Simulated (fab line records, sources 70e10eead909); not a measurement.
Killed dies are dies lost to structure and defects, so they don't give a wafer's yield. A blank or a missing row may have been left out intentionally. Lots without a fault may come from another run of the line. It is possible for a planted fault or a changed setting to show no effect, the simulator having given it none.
fab line records / flow nandHarc
record lots=13 wafers=39 lastDay=33
route steps=1302 shown P_GATE@131
lots that met no fault: from a run of the same line without faults
startH: the number of hours between the record's first day and the start of the first shown wafer of the lot / waitH: hours elapsed since this lot's preceding step / " unchanged from the row above / L1.1+2: a single row standing in for several wafers / - value missing, or start not given / * or withheld: withheld / < > ~ a bound
route shown NAME@n: a module of which the file shows steps, and the number in the route of the first / usual: mean/standard deviation taken from wafers without a fault / same: alike in all rows / chamber/n: place in a boat / sites: each site's reading / _std_site: the values' standard deviation / _edge_site: mean of outer sites minus mean of inner sites / radiusMm: how far each site lies from the wafer's centre / mask NAME#n: copy n / behind: the last tool/chamber to shape the wafer / hold: why the lot was held/for how many hours/how that ended / device: transistor that didn't switch, given as n, p or np / end of line: at the end of the route, the tests of the same wafers / for a step that has no rows: nothing shown but its recipe / killed: the dies lost at the first sort to structure and to defects; this is not the yield of the wafer / map: a wafer's dies, marking killed ones x, the rest . and places with no die _
set.NAME: the setting the step ran with; set.NAME@STEP: the setting that earlier step ran with / model.NAME: the simulator's own value behind a step, which no gauge read
route steps across a sampled set of lots; one table per step, one row per wafer
services: when a tool's chamber went out of use (startH, in hours from the record's first day, below 0 if earlier), for how many hours, and the reason
## steps
# step NHARC_P_GATE_HM_DEP_102
# recipe targetThkA=1200 tempC=400 material=aC
# usual throttleValvePct=35.000/0.0089
lot.wafer=L288.1 tool=aclDep-03 chamber=0 startH=99.48 waitH=0.4 throttleValvePct=34.988
lot.wafer=L288.4 tool=aclDep-03 chamber=0 startH=99.48 waitH=0.4 throttleValvePct=35.004
lot.wafer=L288.5 tool=aclDep-03 chamber=0 startH=99.48 waitH=0.4 throttleValvePct=34.993
lot.wafer=L289.1 tool=aclDep-02 chamber=0 startH=111.60 waitH=6.6 throttleValvePct=34.994
lot.wafer=L289.4 tool=aclDep-02 chamber=0 startH=111.60 waitH=6.6 throttleValvePct=35.005
lot.wafer=L289.5 tool=aclDep-02 chamber=0 startH=111.60 waitH=6.6 throttleValvePct=34.984
lot.wafer=L290.1 tool=aclDep-02 chamber=0 startH=120.09 waitH=0.9 throttleValvePct=34.992
lot.wafer=L290.3 tool=aclDep-02 chamber=0 startH=120.09 waitH=0.9 throttleValvePct=34.996
lot.wafer=L290.5 tool=aclDep-02 chamber=0 startH=120.09 waitH=0.9 throttleValvePct=34.991
lot.wafer=L291.1 tool=aclDep-01 chamber=0 startH=123.95 waitH=0.4 throttleValvePct=34.995
lot.wafer=L291.3 tool=aclDep-01 chamber=0 startH=123.95 waitH=0.4 throttleValvePct=34.985
lot.wafer=L291.4 tool=aclDep-01 chamber=0 startH=123.95 waitH=0.4 throttleValvePct=35.009
lot.wafer=L292.2 tool=aclDep-02 chamber=0 startH=136.63 waitH=0.5 throttleValvePct=35.008
lot.wafer=L292.3 tool=aclDep-02 chamber=0 startH=136.63 waitH=0.5 throttleValvePct=35.017
lot.wafer=L292.4 tool=aclDep-02 chamber=0 startH=136.63 waitH=0.5 throttleValvePct=35.011
lot.wafer=L295.2 tool=aclDep-01 chamber=0 startH=160.74 waitH=0.5 throttleValvePct=35.010
lot.wafer=L295.3 tool=aclDep-01 chamber=0 startH=160.74 waitH=0.5 throttleValvePct=35.012
lot.wafer=L295.6 tool=aclDep-01 chamber=0 startH=160.74 waitH=0.5 throttleValvePct=35.008
lot.wafer=L304.2 tool=aclDep-02 chamber=0 startH=265.65 waitH=4.5 throttleValvePct=35.004
lot.wafer=L304.3 tool=aclDep-02 chamber=0 startH=265.65 waitH=4.5 throttleValvePct=34.986
lot.wafer=L304.6 tool=aclDep-02 chamber=0 startH=265.65 waitH=4.5 throttleValvePct=34.995
lot.wafer=L305.2 tool=aclDep-02 chamber=0 startH=266.29 waitH=5.1 throttleValvePct=34.992
lot.wafer=L305.3 tool=aclDep-02 chamber=0 startH=266.29 waitH=5.1 throttleValvePct=35.010
lot.wafer=L305.6 tool=aclDep-02 chamber=0 startH=266.29 waitH=5.1 throttleValvePct=35.007
lot.wafer=L306.3 tool=aclDep-03 chamber=0 startH=273.89 waitH=0.6 throttleValvePct=34.991
lot.wafer=L306.5 tool=aclDep-03 chamber=0 startH=273.89 waitH=0.6 throttleValvePct=34.997
lot.wafer=L306.6 tool=aclDep-03 chamber=0 startH=273.89 waitH=0.6 throttleValvePct=34.990
lot.wafer=L307.1 tool=aclDep-01 chamber=0 startH=280.78 waitH=0.4 throttleValvePct=34.996
lot.wafer=L307.4 tool=aclDep-01 chamber=0 startH=280.78 waitH=0.4 throttleValvePct=35.008
lot.wafer=L307.5 tool=aclDep-01 chamber=0 startH=280.78 waitH=0.4 throttleValvePct=34.984
lot.wafer=L308.4 tool=aclDep-01 chamber=0 startH=295.16 waitH=0.8 throttleValvePct=34.996
lot.wafer=L308.5 tool=aclDep-01 chamber=0 startH=295.16 waitH=0.8 throttleValvePct=35.000
lot.wafer=L308.6 tool=aclDep-01 chamber=0 startH=295.16 waitH=0.8 throttleValvePct=34.993
lot.wafer=L310.1 tool=aclDep-01 chamber=0 startH=317.58 waitH=0.4 throttleValvePct=35.006
lot.wafer=L310.2 tool=aclDep-01 chamber=0 startH=317.58 waitH=0.4 throttleValvePct=34.999
lot.wafer=L310.6 tool=aclDep-01 chamber=0 startH=317.58 waitH=0.4 throttleValvePct=35.010
lot.wafer=L311.1 tool=aclDep-03 chamber=0 startH=330.48 waitH=0.7 throttleValvePct=35.000
lot.wafer=L311.3 tool=aclDep-03 chamber=0 startH=330.48 waitH=0.7 throttleValvePct=35.000
lot.wafer=L311.5 tool=aclDep-03 chamber=0 startH=330.48 waitH=0.7 throttleValvePct=34.995
# step NHARC_P_GATE_OVL_MEAS_27
# usual overlayXNm=0.4/0.97 overlayYNm=0.4/0.91
lot.wafer=L288.1 tool=overlay-01 chamber=- startH=100.91 waitH=- overlayXNm=1.8 overlayYNm=0.1
lot.wafer=L288.4 tool=overlay-01 chamber=- startH=100.91 waitH=- overlayXNm=1.5 overlayYNm=-0.5
lot.wafer=L288.5 tool=overlay-01 chamber=- startH=100.91 waitH=- overlayXNm=1.9 overlayYNm=0.1
lot.wafer=L289.1 tool=overlay-01 chamber=- startH=113.04 waitH=- overlayXNm=-0.2 overlayYNm=-1.7
lot.wafer=L289.4 tool=overlay-01 chamber=- startH=113.04 waitH=- overlayXNm=-0.2 overlayYNm=-1.2
lot.wafer=L289.5 tool=overlay-01 chamber=- startH=113.04 waitH=- overlayXNm=-0.8 overlayYNm=-1.1
lot.wafer=L290.1 tool=overlay-01 chamber=- startH=121.52 waitH=- overlayXNm=1.0 overlayYNm=1.6
lot.wafer=L290.3 tool=overlay-01 chamber=- startH=121.52 waitH=- overlayXNm=0.8 overlayYNm=1.4
lot.wafer=L290.5 tool=overlay-01 chamber=- startH=121.52 waitH=- overlayXNm=0.7 overlayYNm=1.4
lot.wafer=L291.1 tool=overlay-01 chamber=- startH=125.27 waitH=- overlayXNm=0.5 overlayYNm=0.6
lot.wafer=L291.3 tool=overlay-01 chamber=- startH=125.27 waitH=- overlayXNm=0.4 overlayYNm=1.3
lot.wafer=L291.4 tool=overlay-01 chamber=- startH=125.27 waitH=- overlayXNm=0.3 overlayYNm=1.0
lot.wafer=L292.2 tool=overlay-02 chamber=- startH=137.83 waitH=- overlayXNm=-0.2 overlayYNm=-0.7
lot.wafer=L292.3 tool=overlay-02 chamber=- startH=137.83 waitH=- overlayXNm=-0.8 overlayYNm=-1.2
lot.wafer=L292.4 tool=overlay-02 chamber=- startH=137.83 waitH=- overlayXNm=-0.8 overlayYNm=-0.7
lot.wafer=L295.2 tool=overlay-01 chamber=- startH=162.25 waitH=- overlayXNm=-0.9 overlayYNm=1.8
lot.wafer=L295.3 tool=overlay-01 chamber=- startH=162.25 waitH=- overlayXNm=-0.4 overlayYNm=1.1
lot.wafer=L295.6 tool=overlay-01 chamber=- startH=162.25 waitH=- overlayXNm=-0.7 overlayYNm=1.5
lot.wafer=L304.2 tool=overlay-01 chamber=- startH=266.97 waitH=- overlayXNm=0.3 overlayYNm=0.9
lot.wafer=L304.3 tool=overlay-01 chamber=- startH=266.97 waitH=- overlayXNm=-0.2 overlayYNm=1.1
lot.wafer=L304.6 tool=overlay-01 chamber=- startH=266.97 waitH=- overlayXNm=0.2 overlayYNm=1.3
lot.wafer=L305.2 tool=overlay-01 chamber=- startH=267.63 waitH=- overlayXNm=2.6 overlayYNm=0.3
lot.wafer=L305.3 tool=overlay-01 chamber=- startH=267.63 waitH=- overlayXNm=2.1 overlayYNm=0.3
lot.wafer=L305.6 tool=overlay-01 chamber=- startH=267.63 waitH=- overlayXNm=2.6 overlayYNm=0.7
lot.wafer=L306.3 tool=overlay-02 chamber=- startH=274.97 waitH=- overlayXNm=1.0 overlayYNm=-0.8
lot.wafer=L306.5 tool=overlay-02 chamber=- startH=274.97 waitH=- overlayXNm=0.8 overlayYNm=-0.4
lot.wafer=L306.6 tool=overlay-02 chamber=- startH=274.97 waitH=- overlayXNm=0.6 overlayYNm=-0.9
lot.wafer=L307.1 tool=overlay-01 chamber=- startH=282.34 waitH=- overlayXNm=0.3 overlayYNm=1.8
lot.wafer=L307.4 tool=overlay-01 chamber=- startH=282.34 waitH=- overlayXNm=0.3 overlayYNm=1.5
lot.wafer=L307.5 tool=overlay-01 chamber=- startH=282.34 waitH=- overlayXNm=0.4 overlayYNm=1.8
lot.wafer=L308.4 tool=overlay-02 chamber=- startH=296.29 waitH=- overlayXNm=-1.2 overlayYNm=-0.4
lot.wafer=L308.5 tool=overlay-02 chamber=- startH=296.29 waitH=- overlayXNm=-0.1 overlayYNm=-0.3
lot.wafer=L308.6 tool=overlay-02 chamber=- startH=296.29 waitH=- overlayXNm=-0.9 overlayYNm=0.3
lot.wafer=L310.1 tool=overlay-01 chamber=- startH=318.89 waitH=- overlayXNm=0.1 overlayYNm=2.0
lot.wafer=L310.2 tool=overlay-01 chamber=- startH=318.89 waitH=- overlayXNm=0.8 overlayYNm=1.9
lot.wafer=L310.6 tool=overlay-01 chamber=- startH=318.89 waitH=- overlayXNm=-0.3 overlayYNm=1.5
lot.wafer=L311.1 tool=overlay-01 chamber=- startH=331.92 waitH=- overlayXNm=-0.2 overlayYNm=1.6
lot.wafer=L311.3 tool=overlay-01 chamber=- startH=331.92 waitH=- overlayXNm=0.0 overlayYNm=1.7
lot.wafer=L311.5 tool=overlay-01 chamber=- startH=331.92 waitH=- overlayXNm=-0.9 overlayYNm=1.9
# step NHARC_P_GATE_INSPECT_28
# usual rawDefectCount=7/3.3
lot.wafer=L288.1 tool=defectInspect-02 chamber=- startH=100.95 waitH=0.0 rawDefectCount=2
lot.wafer=L288.4 tool=defectInspect-02 chamber=- startH=100.95 waitH=0.0 rawDefectCount=4
lot.wafer=L288.5 tool=defectInspect-02 chamber=- startH=100.95 waitH=0.0 rawDefectCount=6
lot.wafer=L289.1 tool=defectInspect-02 chamber=- startH=113.07 waitH=0.0 rawDefectCount=5
lot.wafer=L289.4 tool=defectInspect-02 chamber=- startH=113.07 waitH=0.0 rawDefectCount=5
lot.wafer=L289.5 tool=defectInspect-02 chamber=- startH=113.07 waitH=0.0 rawDefectCount=7
lot.wafer=L290.1 tool=defectInspect-01 chamber=- startH=121.55 waitH=0.0 rawDefectCount=4
lot.wafer=L290.3 tool=defectInspect-01 chamber=- startH=121.55 waitH=0.0 rawDefectCount=5
lot.wafer=L290.5 tool=defectInspect-01 chamber=- startH=121.55 waitH=0.0 rawDefectCount=8
lot.wafer=L291.1 tool=defectInspect-01 chamber=- startH=125.30 waitH=0.0 rawDefectCount=6
lot.wafer=L291.3 tool=defectInspect-01 chamber=- startH=125.30 waitH=0.0 rawDefectCount=11
lot.wafer=L291.4 tool=defectInspect-01 chamber=- startH=125.30 waitH=0.0 rawDefectCount=10
lot.wafer=L292.2 tool=defectInspect-01 chamber=- startH=137.87 waitH=0.0 rawDefectCount=4
lot.wafer=L292.3 tool=defectInspect-01 chamber=- startH=137.87 waitH=0.0 rawDefectCount=7
lot.wafer=L292.4 tool=defectInspect-01 chamber=- startH=137.87 waitH=0.0 rawDefectCount=6
lot.wafer=L295.2 tool=defectInspect-01 chamber=- startH=162.29 waitH=0.0 rawDefectCount=6
lot.wafer=L295.3 tool=defectInspect-01 chamber=- startH=162.29 waitH=0.0 rawDefectCount=6
lot.wafer=L295.6 tool=defectInspect-01 chamber=- startH=162.29 waitH=0.0 rawDefectCount=7
lot.wafer=L304.2 tool=defectInspect-01 chamber=- startH=267.01 waitH=0.0 rawDefectCount=6
lot.wafer=L304.3 tool=defectInspect-01 chamber=- startH=267.01 waitH=0.0 rawDefectCount=5
lot.wafer=L304.6 tool=defectInspect-01 chamber=- startH=267.01 waitH=0.0 rawDefectCount=11
lot.wafer=L305.2 tool=defectInspect-02 chamber=- startH=267.66 waitH=0.0 rawDefectCount=6
lot.wafer=L305.3 tool=defectInspect-02 chamber=- startH=267.66 waitH=0.0 rawDefectCount=7
lot.wafer=L305.6 tool=defectInspect-02 chamber=- startH=267.66 waitH=0.0 rawDefectCount=17
lot.wafer=L306.3 tool=defectInspect-02 chamber=- startH=275.01 waitH=0.0 rawDefectCount=10
lot.wafer=L306.5 tool=defectInspect-02 chamber=- startH=275.01 waitH=0.0 rawDefectCount=9
lot.wafer=L306.6 tool=defectInspect-02 chamber=- startH=275.01 waitH=0.0 rawDefectCount=9
lot.wafer=L307.1 tool=defectInspect-02 chamber=- startH=282.38 waitH=0.0 rawDefectCount=9
lot.wafer=L307.4 tool=defectInspect-02 chamber=- startH=282.38 waitH=0.0 rawDefectCount=7
lot.wafer=L307.5 tool=defectInspect-02 chamber=- startH=282.38 waitH=0.0 rawDefectCount=6
lot.wafer=L308.4 tool=defectInspect-02 chamber=- startH=296.32 waitH=0.0 rawDefectCount=6
lot.wafer=L308.5 tool=defectInspect-02 chamber=- startH=296.32 waitH=0.0 rawDefectCount=8
lot.wafer=L308.6 tool=defectInspect-02 chamber=- startH=296.32 waitH=0.0 rawDefectCount=3
lot.wafer=L310.1 tool=defectInspect-01 chamber=- startH=318.92 waitH=0.0 rawDefectCount=18
lot.wafer=L310.2 tool=defectInspect-01 chamber=- startH=318.92 waitH=0.0 rawDefectCount=15
lot.wafer=L310.6 tool=defectInspect-01 chamber=- startH=318.92 waitH=0.0 rawDefectCount=9
lot.wafer=L311.1 tool=defectInspect-01 chamber=- startH=331.96 waitH=0.0 rawDefectCount=3
lot.wafer=L311.3 tool=defectInspect-01 chamber=- startH=331.96 waitH=0.0 rawDefectCount=6
lot.wafer=L311.5 tool=defectInspect-01 chamber=- startH=331.96 waitH=0.0 rawDefectCount=5
# step NHARC_P_GATE_EXPOSE_56
# recipe na=0.6 targetCdNm=720 doseMj=14.81 maskId=P_PSD
lot.wafer=L288.1+4+5 tool=krfScanner-03 chamber=0 startH=114.45 waitH=- mask=P_PSD#0
lot.wafer=L289.1+4+5 tool=krfScanner-02 chamber=0 startH=126.72 waitH=- mask=P_PSD#0
lot.wafer=L290.1+3+5 tool=krfScanner-02 chamber=0 startH=134.88 waitH=- mask=P_PSD#0
lot.wafer=L291.1+3+4 tool=krfScanner-03 chamber=0 startH=138.68 waitH=- mask=P_PSD#0
lot.wafer=L292.2+3+4 tool=krfScanner-04 chamber=0 startH=151.42 waitH=- mask=P_PSD#0
lot.wafer=L295.2+3+6 tool=krfScanner-02 chamber=0 startH=177.75 waitH=- mask=P_PSD_R1#0
lot.wafer=L304.2+3+6 tool=krfScanner-03 chamber=0 startH=280.56 waitH=- mask=P_PSD#0
lot.wafer=L305.2+3+6 tool=krfScanner-03 chamber=0 startH=281.03 waitH=- mask=P_PSD#0
lot.wafer=L306.3+5+6 tool=krfScanner-02 chamber=0 startH=288.41 waitH=- mask=P_PSD#0
lot.wafer=L307.1+4+5 tool=krfScanner-03 chamber=0 startH=296.00 waitH=- mask=P_PSD#0
lot.wafer=L308.4+5+6 tool=krfScanner-02 chamber=0 startH=310.28 waitH=- mask=P_PSD#0
lot.wafer=L310.1+2+6 tool=krfScanner-02 chamber=0 startH=332.33 waitH=- mask=P_PSD#0
lot.wafer=L311.1+3+5 tool=krfScanner-02 chamber=0 startH=345.07 waitH=- mask=P_PSD#0
# step NHARC_P_GATE_CD_MEAS_59
# recipe targetCdNm=720 landingEnergyEv=500
# usual cdNm=720.9/1.6
lot.wafer=L288.1 tool=cdSem-01 chamber=0 startH=114.61 waitH=- cdNm=721.5
lot.wafer=L288.4 tool=cdSem-01 chamber=0 startH=114.61 waitH=- cdNm=721.3
lot.wafer=L288.5 tool=cdSem-01 chamber=0 startH=114.61 waitH=- cdNm=724.0
lot.wafer=L289.1 tool=cdSem-02 chamber=0 startH=126.88 waitH=- cdNm=720.4
lot.wafer=L289.4 tool=cdSem-02 chamber=0 startH=126.88 waitH=- cdNm=720.0
lot.wafer=L289.5 tool=cdSem-02 chamber=0 startH=126.88 waitH=- cdNm=719.9
lot.wafer=L290.1 tool=cdSem-03 chamber=0 startH=135.04 waitH=- cdNm=723.1
lot.wafer=L290.3 tool=cdSem-03 chamber=0 startH=135.04 waitH=- cdNm=723.7
lot.wafer=L290.5 tool=cdSem-03 chamber=0 startH=135.04 waitH=- cdNm=722.0
lot.wafer=L291.1 tool=cdSem-03 chamber=0 startH=138.84 waitH=- cdNm=722.4
lot.wafer=L291.3 tool=cdSem-03 chamber=0 startH=138.84 waitH=- cdNm=721.7
lot.wafer=L291.4 tool=cdSem-03 chamber=0 startH=138.84 waitH=- cdNm=722.2
lot.wafer=L292.2 tool=cdSem-02 chamber=0 startH=151.57 waitH=- cdNm=723.5
lot.wafer=L292.3 tool=cdSem-02 chamber=0 startH=151.57 waitH=- cdNm=722.0
lot.wafer=L292.4 tool=cdSem-02 chamber=0 startH=151.57 waitH=- cdNm=722.6
lot.wafer=L295.2 tool=cdSem-02 chamber=0 startH=177.90 waitH=- cdNm=731.1
lot.wafer=L295.3 tool=cdSem-02 chamber=0 startH=177.90 waitH=- cdNm=731.6
lot.wafer=L295.6 tool=cdSem-02 chamber=0 startH=177.90 waitH=- cdNm=731.5
lot.wafer=L304.2 tool=cdSem-03 chamber=0 startH=280.72 waitH=- cdNm=719.7
lot.wafer=L304.3 tool=cdSem-03 chamber=0 startH=280.72 waitH=- cdNm=721.1
lot.wafer=L304.6 tool=cdSem-03 chamber=0 startH=280.72 waitH=- cdNm=722.2
lot.wafer=L305.2 tool=cdSem-03 chamber=0 startH=281.18 waitH=- cdNm=721.7
lot.wafer=L305.3 tool=cdSem-03 chamber=0 startH=281.18 waitH=- cdNm=723.1
lot.wafer=L305.6 tool=cdSem-03 chamber=0 startH=281.18 waitH=- cdNm=721.1
lot.wafer=L306.3 tool=cdSem-02 chamber=0 startH=288.56 waitH=- cdNm=719.5
lot.wafer=L306.5 tool=cdSem-02 chamber=0 startH=288.56 waitH=- cdNm=720.0
lot.wafer=L306.6 tool=cdSem-02 chamber=0 startH=288.56 waitH=- cdNm=719.6
lot.wafer=L307.1 tool=cdSem-02 chamber=0 startH=296.16 waitH=- cdNm=721.2
lot.wafer=L307.4 tool=cdSem-02 chamber=0 startH=296.16 waitH=- cdNm=720.7
lot.wafer=L307.5 tool=cdSem-02 chamber=0 startH=296.16 waitH=- cdNm=717.1
lot.wafer=L308.4 tool=cdSem-02 chamber=0 startH=310.43 waitH=- cdNm=719.9
lot.wafer=L308.5 tool=cdSem-02 chamber=0 startH=310.43 waitH=- cdNm=719.8
lot.wafer=L308.6 tool=cdSem-02 chamber=0 startH=310.43 waitH=- cdNm=720.4
lot.wafer=L310.1 tool=cdSem-03 chamber=0 startH=332.49 waitH=- cdNm=720.9
lot.wafer=L310.2 tool=cdSem-03 chamber=0 startH=332.49 waitH=- cdNm=719.9
lot.wafer=L310.6 tool=cdSem-03 chamber=0 startH=332.49 waitH=- cdNm=719.1
lot.wafer=L311.1 tool=cdSem-02 chamber=0 startH=345.22 waitH=- cdNm=722.5
lot.wafer=L311.3 tool=cdSem-02 chamber=0 startH=345.22 waitH=- cdNm=722.5
lot.wafer=L311.5 tool=cdSem-02 chamber=0 startH=345.22 waitH=- cdNm=721.5
## services
tool=krfScanner-02 chamber=- startH=94.00 hours=4.0 kind=pm
tool=aclDep-03 chamber=- startH=117.56 hours=13.0 kind=pm
tool=krfScanner-02 chamber=- startH=125.07 hours=0.7 kind=repair
tool=krfScanner-02 chamber=- startH=155.64 hours=1.2 kind=repair
tool=krfScanner-03 chamber=- startH=161.55 hours=1.0 kind=repair
tool=krfScanner-04 chamber=- startH=182.00 hours=4.0 kind=pm
tool=aclDep-01 chamber=- startH=186.31 hours=13.0 kind=pm
tool=aclDep-03 chamber=- startH=192.80 hours=10.8 kind=repair
tool=aclDep-01 chamber=- startH=223.88 hours=8.1 kind=repair
tool=krfScanner-03 chamber=- startH=224.00 hours=4.0 kind=pm
tool=krfScanner-02 chamber=- startH=236.71 hours=1.9 kind=repair
tool=aclDep-02 chamber=- startH=248.77 hours=13.0 kind=pm
tool=krfScanner-02 chamber=- startH=254.01 hours=0.1 kind=repair
tool=krfScanner-02 chamber=- startH=266.00 hours=4.0 kind=pm
tool=aclDep-03 chamber=- startH=300.01 hours=13.0 kind=pm
tool=krfScanner-02 chamber=- startH=316.87 hours=0.8 kind=repair
tool=krfScanner-02 chamber=- startH=336.57 hours=0.2 kind=repair
## key
firstSign step=NHARC_P_GATE_EXPOSE_56 reading=mask direction=changed
effect step=NHARC_P_GATE_CD_MEAS_59 reading=cdNm direction=up sigmas=6.4 usual=720.9 struck=731.4
metAt NHARC_P_GATE_EXPOSE_56
struckLots L295
testerLeftOut L295
notActingAt NHARC_P_GATE_HM_DEP_102,NHARC_P_GATE_OVL_MEAS_27,NHARC_P_GATE_INSPECT_28
onsetBetween 134.88 177.75
fault kind=wrongMask tool=any chamber=- onsetH=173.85 steps=NHARC_P_GATE_EXPOSE_56 auxCopy=P_PSD_R1#0 cdOffsetNm=9.934 scope=struckLotsOnly
# testerLeftOut: of these lots the tester's yield and bins aren't shown, on N5 and GAA mostly nor the transistor test; their killed dies are dies lost to structure and defects alone, not to doping, threshold or leakage, so they don't give the yield
